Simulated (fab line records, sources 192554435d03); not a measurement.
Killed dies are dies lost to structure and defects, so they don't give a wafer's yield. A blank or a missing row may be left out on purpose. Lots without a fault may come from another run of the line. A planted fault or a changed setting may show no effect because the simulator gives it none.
Split-lot experiment | flow n5_finfet | 7 lots, 21 wafers read, on a route of 1938 steps

THE SPLIT
At N5_BEOL_M11_EXPOSE_25 (exposes mask V10), the setting dose_mj was moved away from the recipe's 85.5 on 8 of the 21 wafers read, by -7.4% to +7.2%. The other wafers ran this setting at the recipe's value.

FROM THE SPLIT TO THE READING: what the file shows between them, 2 steps
- N5_BEOL_M11_PEB_26: peb time 60 s
- N5_BEOL_M11_DEVELOP_27: develop time 30 s

THE READING
cd_nm, in nm, at N5_BEOL_M11_CD_MEAS_28 (target cd 70 nm). Fault-free wafers of this fab line usually give 69.5 nm, standard deviation 0.97 nm.

wafer  | tool, chamber at the split | dose_mj as run | against the recipe | cd_nm, nm | against lot-mates on the recipe
L077.2 | arfi_scanner-02, 0         | 85.5           | recipe             | 68.8      | -
L077.4 | arfi_scanner-02, 0         | 89.98          | +5.2%              | 74.0      | +4.8
L077.6 | arfi_scanner-02, 0         | 85.5           | recipe             | 69.5      | -
L084.2 | arfi_scanner-01, 0         | 85.5           | recipe             | 70.3      | -
L084.3 | arfi_scanner-01, 0         | 80.92          | -5.4%              | 63.8      | -6.5
L084.5 | arfi_scanner-01, 0         | 80.92          | -5.4%              | 65.9      | -4.4
L089.1 | arfi_scanner-02, 0         | 90.3           | +5.6%              | 75.8      | +6.4
L089.4 | arfi_scanner-02, 0         | 85.5           | recipe             | 69.4      | -
L089.6 | arfi_scanner-02, 0         | 90.3           | +5.6%              | 75.1      | +5.7
L093.1 | arfi_scanner-01, 0         | 79.21          | -7.4%              | 61.0      | -7.8
L093.3 | arfi_scanner-01, 0         | 85.5           | recipe             | 68.8      | -
L093.6 | arfi_scanner-01, 0         | 79.21          | -7.4%              | 63.2      | -5.6
L090.4 | arfi_scanner-01, 0         | 85.5           | recipe             | 70.1      | -
L090.5 | arfi_scanner-01, 0         | 91.69          | +7.2%              | 76.0      | +6.3
L090.6 | arfi_scanner-01, 0         | 85.5           | recipe             | 69.2      | -
L092.1 | arfi_scanner-02, 0         | 85.5           | recipe             | 70.0      | -
L092.3 | arfi_scanner-02, 0         | 85.5           | recipe             | 69.5      | -
L092.4 | arfi_scanner-02, 0         | 85.5           | recipe             | 69.1      | -
L096.2 | arfi_scanner-03, 0         | 85.5           | recipe             | 67.7      | -
L096.3 | arfi_scanner-03, 0         | 85.5           | recipe             | 68.6      | -
L096.6 | arfi_scanner-03, 0         | 85.5           | recipe             | 67.9      | -

THE FIT
A straight line over all 21 wafers: cd_nm changes by +0.959 nm for each +1% of dose_mj; r = +0.97; the points scatter about the line by 0.89 nm.
The same after taking each lot's own level away (the mean of its wafers on the recipe; 21 wafers): +0.96 nm for each +1%; r = +0.99; scatter 0.65 nm.
On that fit, the largest move of dose_mj shifts the reading by 7.1 nm.
The lots' own levels span 68.07 to 70.30 nm, that is 2.3 times the standard deviation above.
So the lot-to-lot level changes the slope little: the two slopes agree.
Check: with one of the wafers moved furthest among these (-7.4%) left out of the fit, the line predicts -6.82 nm for it against its lot-mates. It came out at -7.8 nm against them.

OTHER SPLITS ON THESE WAFERS
These wafers also went through other splits before the reading. Each is held against what the fit with the lots' levels taken away leaves over:
other split on the same wafers | wafers away from the commonest value | r with cd_nm (lot level and that fit taken away)
N5_BEOL_M10_COAT_05 spin_rpm   | 3                                    | -0.12
N5_BEOL_M11_ETCH_62 time_s     | 7                                    | -0.04

THE FILE'S OWN FIT
cd_nm changes by +0.945 nm for each +1% of dose_mj, r = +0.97.
